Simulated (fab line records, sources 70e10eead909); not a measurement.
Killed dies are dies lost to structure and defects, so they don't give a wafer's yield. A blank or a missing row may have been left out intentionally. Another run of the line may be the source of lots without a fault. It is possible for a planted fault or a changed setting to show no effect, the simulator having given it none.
fab line records	flow nandHarc
[record] lots = 5	wafers = 15	lastDay = 33
route steps=1302 shown P_BONDPAD@360 END@1302
lots with no fault: from the same line, run without faults
startH: hours from the record's first day to the start of the lot's first wafer shown	waitH: time in hours since the lot's previous step	" repeats the value in the row above	L1.1+2: one row covering several wafers at once	- no value, or no start given	* or withheld: withheld	< > ~ a bound
route shown NAME@n: NAME is a module with steps in the file, n the number in the route of the first one	usual: average and standard deviation across the fault-free wafers	same: alike in all rows	chamber/n: place in a boat	sites: each site's reading	_std_site: the values' standard deviation	_edge_site: inner sites' mean taken away from outer sites' mean	radiusMm: for every site, how far away it sits from the centre of the wafer	mask NAME#n: copy n	behind: the most recent tool/chamber to have shaped the wafer	hold: the reason the lot was held/the length of the hold in hours/how it ended	device: names the non-switching transistor (n, p or np)	end of line: the same wafers' tests at the end of the route	for a step that has no rows: nothing shown but its recipe	killed: at the first sort, the dies lost to defects and structure; wafer yield is something else	map: the dies of a wafer, with x for killed, . for not killed, _ for no die there
set.NAME: the setting the step ran with; set.NAME@STEP: the setting that earlier step ran with	model.NAME: the simulator's own value behind a step, which no gauge read
lots at some steps of the route; a table a step, a row a wafer
services: a tool's chamber out of use, with start hour (startH, from the record's first day; less than 0 if before it), hours out, and reason
[[steps]]
[step NHARC_P_BONDPAD_EBR_05]
[step NHARC_P_BONDPAD_EXPOSE_06]
[recipe] na = 0.55	doseMj = 37.06	maskId = P_BPAD
[step NHARC_P_BONDPAD_PEB_07]
[recipe] pebTempC = 128	pebTimeS = 80
[step NHARC_P_BONDPAD_DEVELOP_08]
[recipe] timeS = 50	devTempC = 22
[step NHARC_P_BONDPAD_CD_MEAS_09]
[recipe] targetCdNm = 500	landingEnergyEv = 500
[usual] cdNm = 500.0/2.1
lot.wafer	tool	chamber	startH	waitH	cdNm
L807.2	cdSem-02	0	189.17	-	500.2
L807.5	"	0	"	"	500.9
L807.6	"	0	"	"	503.4
L819.1	cdSem-03	0	307.15	-	499.0
L819.3	"	0	"	"	497.6
L819.6	"	0	"	"	496.8
L821.2	cdSem-03	0	330.13	-	499.8
L821.3	"	0	"	"	498.5
L821.4	"	0	"	"	498.4
L822.2	cdSem-01	0	338.98	-	499.7
L822.4	"	0	"	"	502.7
L822.5	"	0	"	"	501.2
L824.3	cdSem-03	0	349.23	-	499.0
L824.4	"	0	"	"	497.9
L824.5	"	0	"	"	496.9
[step NHARC_P_BONDPAD_OVL_MEAS_38]
[usual] overlayXNm = 2/6.5	overlayYNm = -1/4.9
lot.wafer	tool	chamber	startH	waitH	overlayXNm	overlayYNm
L807.2	overlay-01	-	189.25	-	6	-4
L807.5	"	-	"	"	6	-5
L807.6	"	-	"	"	6	-5
L819.1	overlay-02	-	307.24	-	-6	2
L819.3	"	-	"	"	-6	3
L819.6	"	-	"	"	-6	2
L821.2	overlay-02	-	330.21	-	-2	-10
L821.3	"	-	"	"	-3	-10
L821.4	"	-	"	"	-3	-10
L822.2	overlay-01	-	339.06	-	-4	-1
L822.4	"	-	"	"	-3	-2
L822.5	"	-	"	"	-3	-1
L824.3	overlay-01	-	349.32	-	-7	-8
L824.4	"	-	"	"	-8	-8
L824.5	"	-	"	"	-8	-8
[step NHARC_P_BONDPAD_HARDBAKE_10]
[recipe] tempC = 118	timeS = 65
[step NHARC_P_BONDPAD_DESCUM_11]
[recipe] timeS = 3	o2FlowSccm = 200	arFlowSccm = 0	biasPowerW = 0	chemistry = O2
[usual] drypumpMotorCurrentA = 5.3/0.52	mfcArSccm = 0.008/0.0089	oesProductAu = 0.999/0.01	rfVppV = 57.8/0.87	showerheadPlenumPTorr = 1.92/0.075	throttleValvePct = 11.310/0.0087
lot.wafer	tool	chamber	startH	waitH	drypumpMotorCurrentA	mfcArSccm	oesProductAu	rfHoursCounterH	rfVppV	showerheadPlenumPTorr	throttleValvePct
L807.2	rieDiel-07	0	189.38	-	4.8	0	0.999	1.9	56.9	1.85	11.297
L807.5	"	0	"	"	4.8	0	0.986	-	56.1	1.86	11.315
L807.6	"	3	"	"	5.1	0	1.003	-	58.8	1.99	11.309
L819.1	rieDiel-13	0	307.37	-	5.0	0	0.980	7.1	57.7	1.92	11.310
L819.3	"	2	"	"	6.4	0.009	0.998	7.1	57.7	1.95	11.291
L819.6	"	3	"	"	5.6	0.017	0.994	-	57.5	1.93	11.310
L821.4	rieDiel-13	2	330.35	-	6.5	0.009	1.003	8.5	57.1	1.95	11.301
L821.3	"	3	"	"	5.6	0.017	1.006	5.7	58.4	1.93	11.304
L821.2	"	0	"	"	5.0	0	0.988	9.0	58.1	1.92	11.313
L822.2	rieDiel-07	3	339.21	-	5.1	0	1.000	1.6	56.9	1.99	11.325
L822.5	"	0	"	"	4.8	0	0.998	-	60.5	1.85	11.303
L822.4	"	2	"	"	6.1	0.013	1.005	-	58.3	1.97	11.313
L824.4	rieDiel-06	2	349.44	-	5.3	0.019	1.010	3.0	57.5	2.03	11.307
L824.3	"	0	"	"	5.4	0.019	0.987	2.4	57.0	1.84	11.317
L824.5	"	3	"	"	4.8	0	1.020	-	57.2	1.86	11.310
[step NHARC_P_BONDPAD_ETCH_37]
[recipe] targetDepthA = 600	overetchA = 180	timeS = 65.91	ionEnergyEv = 200	n2FlowSccm = 150	h2FlowSccm = 150	arFlowSccm = 0	rfW = 400	biasW = 150	chemistry = N2/H2
[usual] drypumpMotorCurrentA = 5.2/0.49	h2FlowSccm = 149.9/0.49	mfcArSccm = 0.008/0.009	oesProductAu = 1.000/0.009	rfFwdPowerW = 396.3/1.4	rfVppV = 430.5/2.4	showerheadPlenumPTorr = 2.04/0.081	throttleValvePct = 14.170/0.0095
lot.wafer	tool	chamber	startH	waitH	drypumpMotorCurrentA	h2FlowSccm	mfcArSccm	oesProductAu	rfFwdPowerW	rfHoursCounterH	rfVppV	showerheadPlenumPTorr	throttleValvePct
L807.2	rieDiel-07	2	189.48	0.1	6.1	149.2	0.013	1.006	396.4	1.5	432.7	2.10	14.153
L807.5	"	2	"	"	6.1	148.8	0.013	1.007	396.2	-	432.6	2.10	14.180
L807.6	"	3	"	"	5.1	150.1	0	1.006	397.1	-	433.6	2.13	14.174
L819.1	rieDiel-13	1	307.46	0.1	5.1	149.3	0	1.004	396.7	7.9	428.7	2.01	14.180
L819.3	"	2	"	"	6.5	149.8	0.009	1.001	393.5	7.1	431.7	2.08	14.172
L819.6	"	3	"	"	5.6	150.3	0.017	0.993	395.7	-	432.6	2.06	14.184
L821.3	rieDiel-13	0	330.42	0.1	5.0	150.0	0	0.996	395.5	9.0	431.3	2.05	14.165
L821.4	"	2	"	"	6.5	150.3	0.009	0.997	396.4	8.5	431.7	2.08	14.175
L821.2	"	3	"	"	5.6	150.0	0.017	1.018	398.6	5.7	431.8	2.06	14.193
L822.2	rieDiel-07	3	339.29	0.1	5.1	150.0	0	0.996	397.2	1.6	432.6	2.13	14.169
L822.5	"	0	"	"	4.8	150.2	0	0.997	393.8	-	428.8	1.97	14.161
L822.4	"	2	"	"	6.1	150.2	0.013	0.998	394.8	-	431.7	2.10	14.169
L824.3	rieDiel-06	2	349.52	0.1	5.3	149.5	0.019	1.007	398.0	3.0	434.4	2.17	14.178
L824.4	"	3	"	"	4.8	149.9	0	1.006	395.2	3.0	428.0	1.98	14.181
L824.5	"	2	"	"	5.3	149.9	0.019	1.020	398.6	-	432.8	2.17	14.173
[step NHARC_P_BONDPAD_ETCH_12]
[recipe] targetDepthA = 2000	timeS = 100	chf3FlowSccm = 50	o2FlowSccm = 10	arFlowSccm = 200	rfW = 500	biasW = 200	chemistry = CHF3/O2
[usual] drypumpMotorCurrentA = 5.3/0.53	mfcArSccm = 200.0/0.55	oesProductAu = 0.940/0.022	rfFwdPowerW = 496.9/1.5	rfVppV = 370.5/2.1	showerheadPlenumPTorr = 2.41/0.089	throttleValvePct = 20.573/0.0091
lot.wafer	tool	chamber	startH	waitH	drypumpMotorCurrentA	mfcArSccm	oesProductAu	rfFwdPowerW	rfHoursCounterH	rfVppV	showerheadPlenumPTorr	throttleValvePct
L807.2	rieDiel-07	2	-	-	6.1	200.5	0.921	496.7	1.5	369.6	2.47	20.583
L807.5	"	0	"	"	4.8	201.2	0.913	497.4	-	368.5	2.33	20.568
L807.6	"	2	"	"	6.1	199.6	0.934	495.9	-	371.9	2.47	20.564
L819.3	rieDiel-13	1	-	-	5.1	199.1	0.934	499.4	7.9	371.8	2.37	20.571
L819.1	"	3	"	"	5.6	199.9	0.921	497.6	3.8	372.9	2.42	20.575
L819.6	"	2	"	"	6.5	200.0	0.918	494.8	-	370.9	2.45	20.573
L821.3	rieDiel-13	2	-	-	6.5	199.8	0.923	497.2	8.5	371.6	2.45	20.567
L821.4	"	3	"	"	5.6	200.2	0.943	496.9	5.7	370.7	2.42	20.574
L821.2	"	0	"	"	5.0	200.8	0.914	497.5	9.0	371.0	2.41	20.569
L822.2	rieDiel-07	3	-	-	5.1	198.9	0.927	497.1	1.7	372.5	2.50	20.574
L822.5	"	3	"	"	5.1	200.1	0.927	498.5	-	371.9	2.50	20.577
L822.4	"	0	"	"	4.8	198.9	0.917	496.9	-	367.7	2.33	20.574
L824.3	rieDiel-06	3	-	-	4.8	199.7	0.977	494.4	3.0	369.0	2.34	20.590
L824.4	"	1	"	"	4.8	199.7	0.979	496.1	2.5	373.1	2.47	20.579
L824.5	"	2	"	"	5.3	201.3	0.966	495.9	-	373.4	2.55	20.560
[step NHARC_P_BONDPAD_CD_MEAS_13]
[usual] cdNm = 499.4/2.3
lot.wafer	tool	chamber	startH	waitH	cdNm
L807.2	cdSem-01	-	189.74	-	498.8
L807.5	"	-	"	"	501.4
L807.6	"	-	"	"	501.5
L819.1	cdSem-03	-	307.68	-	499.5
L819.3	"	-	"	"	496.4
L819.6	"	-	"	"	495.4
L821.2	cdSem-01	-	330.66	-	499.4
L821.3	"	-	"	"	498.0
L821.4	"	-	"	"	498.4
L822.2	cdSem-03	-	339.55	-	498.3
L822.4	"	-	"	"	503.5
L822.5	"	-	"	"	500.2
L824.3	cdSem-01	-	349.76	-	498.1
L824.4	"	-	"	"	497.7
L824.5	"	-	"	"	496.7
[step NHARC_P_BONDPAD_STRIP_15]
[recipe] o2FlowSccm = 500	arFlowSccm = 0	biasW = 0	chemistry = O2
[usual] drypumpMotorCurrentA = 5.3/0.56	mfcArSccm = 0.008/0.0089	oesProductAu = 1.000/0.0089	rfVppV = 57.7/0.92	showerheadPlenumPTorr = 3.54/0.11	throttleValvePct = 17.036/0.0091
lot.wafer	tool	chamber	startH	waitH	drypumpMotorCurrentA	mfcArSccm	oesProductAu	rfHoursCounterH	rfVppV	showerheadPlenumPTorr	throttleValvePct
L807.2	rieDiel-06	2	189.81	0.1	5.4	0.019	1.020	2.9	57.3	3.74	17.027
L807.5	"	3	"	"	4.8	0	1.016	-	57.0	3.45	17.039
L807.6	"	1	"	"	4.8	0.023	1.021	-	57.4	3.63	17.043
L819.3	rieDiel-13	3	307.79	0.1	5.6	0.017	0.999	3.8	57.2	3.56	17.043
L819.1	"	0	"	"	5.0	0	0.980	7.2	57.3	3.54	17.047
L819.6	"	1	"	"	5.1	0	0.993	-	58.5	3.49	17.021
L821.2	rieDiel-07	3	330.73	0.1	5.1	0	0.993	1.0	57.6	3.66	17.020
L821.3	"	0	"	"	4.8	0	0.991	1.1	57.6	3.43	17.034
L821.4	"	2	"	"	6.1	0.013	1.013	-	58.1	3.62	17.033
L822.2	rieDiel-13	2	339.64	0.1	6.5	0.009	0.992	8.7	58.1	3.60	17.035
L822.4	"	0	"	"	5.0	0	0.992	9.2	57.0	3.54	17.019
L822.5	"	2	"	"	6.5	0.009	1.000	-	57.5	3.60	17.054
L824.3	rieDiel-06	3	349.84	0.1	4.8	0	1.017	3.0	57.0	3.44	17.035
L824.4	"	0	"	"	5.5	0.019	0.987	2.4	57.9	3.41	17.038
L824.5	"	3	"	"	4.8	0	1.008	-	57.7	3.44	17.034
[step NHARC_P_BONDPAD_ETCH_24]
[recipe] targetDepthA = 300	overEtchFrac = 0.3	timeS = 72.99	ionEnergyEv = 150	cf4FlowSccm = 50	n2FlowSccm = 100	arFlowSccm = 150	rfW = 300	biasW = 100	chemistry = CF4/N2
[usual] drypumpMotorCurrentA = 5.3/0.54	mfcArSccm = 150.0/0.47	oesProductAu = 1.001/0.0093	rfFwdPowerW = 297.6/1	rfVppV = 314.3/1.7	showerheadPlenumPTorr = 2.63/0.084	throttleValvePct = 19.794/0.0096
lot.wafer	tool	chamber	startH	waitH	drypumpMotorCurrentA	mfcArSccm	oesProductAu	rfFwdPowerW	rfHoursCounterH	rfVppV	showerheadPlenumPTorr	throttleValvePct
L807.2	rieDiel-06	1	189.99	0.2	4.8	150.6	1.015	296.1	2.8	314.8	2.70	19.785
L807.6	"	2	"	"	5.3	149.9	0.763	176.9	-	315.6	2.78	19.787
L807.5	"	3	"	"	4.8	150.2	1.009	295.3	-	312.8	2.56	19.791
L819.3	rieDiel-13	1	307.91	-	5.1	149.8	1.004	298.1	8.0	314.6	2.60	19.786
L819.1	"	3	"	"	5.6	150.6	1.007	297.8	3.8	313.6	2.65	19.799
L819.6	"	1	"	"	5.1	149.6	0.998	297.8	-	314.9	2.60	19.781
L821.2	rieDiel-07	2	330.92	0.2	6.1	150.4	1.001	297.1	1.1	315.2	2.69	19.789
L821.3	"	3	"	"	5.1	150.2	0.989	296.7	1.1	316.8	2.73	19.805
L821.4	"	2	"	"	6.1	150.1	1.009	297.8	-	316.3	2.69	19.799
L822.2	rieDiel-13	0	339.77	-	5.0	150.6	0.987	298.0	9.2	314.8	2.64	19.797
L822.4	"	1	"	"	5.1	149.6	1.005	299.4	9.4	313.9	2.59	19.786
L822.5	"	0	"	"	5.0	150.8	0.990	297.5	-	314.9	2.64	19.804
L824.4	rieDiel-06	0	349.98	-	5.4	149.8	0.990	298.4	2.4	312.5	2.54	19.794
L824.3	"	2	"	"	5.3	149.8	1.018	296.7	3.2	318.1	2.78	19.781
L824.5	"	1	"	"	4.8	150.6	1.003	297.5	-	315.9	2.70	19.788
[step NHARC_P_BONDPAD_STRIP_16]
[recipe] timeS = 600	tempC = 30	chemistry = postEtchResidueRemover
[step NHARC_END_SORT_01]
[recipe] tempC = 25
[usual] defectLimitedYield = 89.8/2.9	killedAtArray = 65/19	killedAtOther = 0.9/1.1	killedAtPeriphery = 3.5/2.3	killedDies = 69/19	killedOpen = 3.2/1.8	killedShort = 2.4/1.5
[same] grossDies = 677
lot.wafer	tool	chamber	startH	waitH	defectLimitedYield[%]	killedAtArray	killedAtOther	killedAtPeriphery	killedDies	killedOpen	killedShort
L807.6	prober-01	0	631.28	4.0	0	32	2	643	677	2	2
L821.2	prober-02	0	772.94	2.8	87.7	73	4	6	83	5	2
L821.3	prober-02	0	773.73	3.1	87.9	75	5	2	82	4	3
L821.4	prober-02	0	774.53	3.4	87.7	77	5	1	83	1	4
L824.3	prober-02	0	794.87	3.1	91.7	54	0	2	56	5	2
L824.4	prober-02	0	795.66	3.4	90.7	62	0	1	63	2	6
L824.5	prober-02	0	796.45	3.7	90.8	59	1	2	62	2	1
// killed by level:class
L807.6 P_BONDPAD:areaEtch=640 A_CHANNEL_HOLE_D2:chamberFilmFlake=15 A_CHANNEL_HOLE_D1:chamberFilmFlake=6 P_GATE:chamberFilmFlake=2 A_STAIRCASE:chamberFilmFlake=2 A_WL_FILL:chamberFilmFlake=2 THIN_TSV:chamberFilmFlake=2 A_ONON_D1:geometricParticle:short=1
L821.2 A_CHANNEL_HOLE_D1:chamberFilmFlake=38 A_CHANNEL_HOLE_D2:chamberFilmFlake=19 A_CONTACT:chamberFilmFlake=5 THIN_TSV:chamberFilmFlake=4 A_SLIT:chamberFilmFlake=4 P_CONTACT:chamberFilmFlake=2 P_CONTACT:geometricParticle:open=1 A_CHANNEL_FILL_D2:geometricParticle:short=1
L821.3 A_CHANNEL_HOLE_D2:chamberFilmFlake=28 A_CHANNEL_HOLE_D1:chamberFilmFlake=27 A_CONTACT:chamberFilmFlake=7 A_SLIT:chamberFilmFlake=5 THIN_TSV:chamberFilmFlake=4 A_DECK1_JOINT:chamberFilmFlake=2 A_ONON_D1:geometricParticle:short=1 A_CHANNEL_FILL_D1:geometricParticle:open=1
L821.4 A_CHANNEL_HOLE_D1:chamberFilmFlake=34 A_CHANNEL_HOLE_D2:chamberFilmFlake=23 A_SLIT:chamberFilmFlake=5 THIN_TSV:chamberFilmFlake=5 A_CONTACT:chamberFilmFlake=4 A_ONON_D2:geometricParticle:short=2 A_WL_FILL:chamberFilmFlake=2 A_CHANNEL_FILL_D1:geometricParticle:open=1
L824.3 A_SLIT:chamberFilmFlake=33 A_CONTACT:chamberFilmFlake=7 A_CHANNEL_HOLE_D2:chamberFilmFlake=3 A_STAIRCASE:chamberFilmFlake=3 A_CHANNEL_FILL_D2:geometricParticle:open=2 A_WL_FILL:geometricParticle:open=2 A_CHANNEL_HOLE_D1:unspecified=2 P_M0:geometricParticle:short=1
L824.4 A_SLIT:chamberFilmFlake=36 A_CONTACT:chamberFilmFlake=12 A_WL_FILL:geometricParticle:short=3 A_CHANNEL_HOLE_D1:unspecified=2 A_CHANNEL_HOLE_D1:chamberFilmFlake=2 A_CHANNEL_HOLE_D2:chamberFilmFlake=2 A_ONON_D1:geometricParticle:short=1 A_CHANNEL_FILL_D1:geometricParticle:short=1
L824.5 A_SLIT:chamberFilmFlake=28 A_CONTACT:chamberFilmFlake=13 A_STAIRCASE:chamberFilmFlake=7 A_CHANNEL_HOLE_D1:unspecified=3 P_GATE:chamberFilmFlake=2 A_CHANNEL_HOLE_D2:chamberFilmFlake=2 A_WL_FILL:chamberFilmFlake=2 A_CHANNEL_FILL_D2:geometricParticle:open=1
// map L807.6 (x killed, . not)
____________x____________
_________xxxxxxx_________
_______xxxxxxxxxxx_______
______xxxxxxxxxxxxx______
_____xxxxxxxxxxxxxxx_____
____xxxxxxxxxxxxxxxxx____
____xxxxxxxxxxxxxxxxx____
___xxxxxxxxxxxxxxxxxxx___
___xxxxxxxxxxxxxxxxxxx___
__xxxxxxxxxxxxxxxxxxxxx__
__xxxxxxxxxxxxxxxxxxxxx__
_xxxxxxxxxxxxxxxxxxxxxxx_
_xxxxxxxxxxxxxxxxxxxxxxx_
_xxxxxxxxxxxxxxxxxxxxxxx_
_xxxxxxxxxxxxxxxxxxxxxxx_
_xxxxxxxxxxxxxxxxxxxxxxx_
xxxxxxxxxxxxxxxxxxxxxxxxx
xxxxxxxxxxxxxxxxxxxxxxxxx
xxxxxxxxxxxxxxxxxxxxxxxxx
xxxxxxxxxxxxxxxxxxxxxxxxx
xxxxxxxxxxxxxxxxxxxxxxxxx
_xxxxxxxxxxxxxxxxxxxxxxx_
_xxxxxxxxxxxxxxxxxxxxxxx_
_xxxxxxxxxxxxxxxxxxxxxxx_
_xxxxxxxxxxxxxxxxxxxxxxx_
_xxxxxxxxxxxxxxxxxxxxxxx_
__xxxxxxxxxxxxxxxxxxxxx__
__xxxxxxxxxxxxxxxxxxxxx__
___xxxxxxxxxxxxxxxxxxx___
___xxxxxxxxxxxxxxxxxxx___
____xxxxxxxxxxxxxxxxx____
____xxxxxxxxxxxxxxxxx____
_____xxxxxxxxxxxxxxx_____
______xxxxxxxxxxxxx______
_______xxxxxxxxxxx_______
_________xxxxxxx_________
____________x____________
// map L824.4 (x killed, . not)
____________.____________
_________......._________
_______...x......._______
______.............______
_____..............._____
____.........x.x.....____
____x................____
___...................___
___...................___
__..............x......__
__.....................__
_......................._
_.................x....._
_..x...................._
_xx..............x......_
_.......x..............._
x.x..............xxxx.x..
x.............xxx.xx...x.
xxx.............xxxx.x...
................xxxxx....
.....x...........xxxxx...
_x..............x.xx...._
_.......x.......xxx.x..._
_.................x.x..._
_......................._
_............x..x.x....._
__.....................__
__.....................__
___.......x...........___
___...................___
____........x........____
____.................____
_____......x.x.x...._____
______.............______
_______..........._______
_________......._________
____________.____________
[[services]]
tool	chamber	startH	hours	kind
rieDiel-07	3	166.02	8.9	repair
rieDiel-13	0	174.32	-	clean
rieDiel-13	1	174.32	-	clean
rieDiel-13	2	174.32	-	clean
rieDiel-13	3	174.32	-	clean
rieDiel-06	1	181.75	4.7	repair
rieDiel-06	0	186.77	7.7	repair
rieDiel-07	1	187.59	3.4	repair
rieDiel-07	-	191.11	0.8	repair
rieDiel-06	1	192.74	4.4	repair
rieDiel-13	0	198.82	-	clean
rieDiel-13	1	198.82	-	clean
rieDiel-13	2	198.82	-	clean
rieDiel-13	3	198.82	-	clean
rieDiel-06	1	207.79	1.9	repair
rieDiel-13	0	223.32	-	clean
rieDiel-07	3	225.28	14.1	repair
rieDiel-06	2	233.21	12.9	repair
rieDiel-13	3	243.16	34.5	repair
rieDiel-07	0	274.78	9.3	repair
rieDiel-07	-	294.20	9.0	pm
rieDiel-06	-	307.22	9.0	pm
rieDiel-07	1	330.35	17.6	repair
rieDiel-13	-	342.32	9.0	pm
[[key]]
[firstSign] step = NHARC_P_BONDPAD_ETCH_24	reading = rfFwdPowerW	direction = down	sigmas = 99+	usual = *	struck = *
[effect] step = NHARC_P_BONDPAD_ETCH_24	reading = oesProductAu	direction = down	sigmas = 26	usual = 1.001	struck = 0.763
[effect] step = NHARC_END_SORT_01	reading = killedAtPeriphery	direction = up	sigmas = 99+	usual = 3.5	struck = 643
[moreKillsBornAt] NHARC_P_BONDPAD_ETCH_24@rieDiel-06 = 640
metAt NHARC_P_BONDPAD_ETCH_24
struckWafers L807.6
laterRowsLeftOut L807.6
[fault] kind = processParameterDrift	tool = rieDiel-06	chamber = 2	onsetH = 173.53	steps = NHARC_P_BONDPAD_ETCH_24	channel = rfW	offset = *	shape = step	endH = 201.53	actsIn = *	stated = *
// laterRowsLeftOut: the simulator's readings of these wafers behind a module that went badly wrong aren't trusted and aren't shown, but for the sort
